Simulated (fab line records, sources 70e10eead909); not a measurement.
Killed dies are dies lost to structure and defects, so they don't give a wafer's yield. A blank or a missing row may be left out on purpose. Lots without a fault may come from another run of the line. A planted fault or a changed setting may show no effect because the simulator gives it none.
Problem report in the 8D (eight disciplines) form, filled by code | flow nand_harc | the parts of the form that need people (team, actions taken, sign-off) are left out

1. THE PROBLEM
time_to_endpoint_s at NHARC_P_M1_CMP_23 reads a mean of 13.0 s on 1 wafer of 1 lot; wafers without a fault read 28.5 s with a standard deviation of 2.1. That is -7.4 standard deviations from the usual mean.
The step: polishes, t overpolish 20 s, target thk 157.82 nm.
First seen on wafer L303.6, day 9 18:44, on cmp-01. The record holds 33 wafers of 11 lots with a number at this step. Rule for "out", or "out of limits": more than 4 standard deviations from the usual mean. The other wafers with a number count as sound.

2. WHAT IT IS AND WHAT IT IS NOT
question                    | is                 | is not
which readings at this step | time_to_endpoint_s | motor_current_A, slurry_filter_dp_kPa
which lots                  | L303               | L288, L289, L290, L292, L293, L294, L297, L298, L300, L302
which wafers of those lots  | L303.6             | L303.4, L303.5
read on which tools         | cmp-01             | cmp-02, cmp-03
when                        | from day 9 18:44   | up to then (32 sound wafers)

3. SUSPECTS, AND WHAT RULES EACH OUT
Counting: a tool at a process step up to the reading stays a suspect if it ran every lot that is out. Sound lots after the first of them don't rule it out here, since some wafers of a struck lot are sound.
- rie_diel-08 at NHARC_P_M1_ETCH_35 (etches the open film in N2/H2, target depth 40 nm, overetch 12 nm, time 43.94 s): kept. It ran the lot that is out, L303 (day 9 16:40); its last sound lot up to then is L294 (day 7 12:39).
- ecd_cu-02 at NHARC_P_M1_ECD_22 (material Cu, target thk 400 nm): kept. It ran the lot that is out, L303 (day 9 18:08); its last sound lot up to then is L302 (day 9 08:32).
- cmp-01 at NHARC_P_M1_CMP_23 (polishes, t overpolish 20 s, target thk 157.82 nm): kept. It ran the lot that is out, L303 (day 9 18:44); its last sound lot up to then is L294 (day 7 14:44). Its own readings are out on those wafers: time_to_endpoint_s.
Left after counting: rie_diel-08 at NHARC_P_M1_ETCH_35, ecd_cu-02 at NHARC_P_M1_ECD_22, cmp-01 at NHARC_P_M1_CMP_23.

4. THE CAUSE (what the simulator had put in)
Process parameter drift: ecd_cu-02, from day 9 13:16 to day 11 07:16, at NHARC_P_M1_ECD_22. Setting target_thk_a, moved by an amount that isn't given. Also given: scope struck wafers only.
Counting left 3 suspects, and this tool is among them.

5. THE CHAIN OF EFFECTS, in route order
Each row: a reading whose mean over the struck wafers that have a number lies more than 3 standard deviations from the usual. Only readings for which the record gives a usual standard deviation are gone through. hours: the time from each lot's start at the first step in this table that gives one to its start at this step, as a median over the lots. sigmas: the change in usual standard deviations.
hours | step              | reading            | usual  | on struck wafers | change | sigmas
0     | NHARC_P_M1_CMP_23 | time_to_endpoint_s | 28.5 s | 13.0             | -15.5  | -7.4
The process steps in it:
- NHARC_P_M1_CMP_23: polishes, t overpolish 20 s, target thk 157.82 nm.
Later measuring or inspecting steps at which every struck wafer that the step has a row for has a number for every such reading, and none has moved that far: NHARC_END_SORT_01.

6. WHAT WOULD HAVE CAUGHT IT SOONER
In this record the first reading out of limits was taken at day 9 18:44, 5 hours after the fault began at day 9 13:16.
All the lots that are out (1) had begun NHARC_P_M1_ECD_22 on ecd_cu-02 by day 9 18:44. A hold on the tool at that time would have spared none of them.
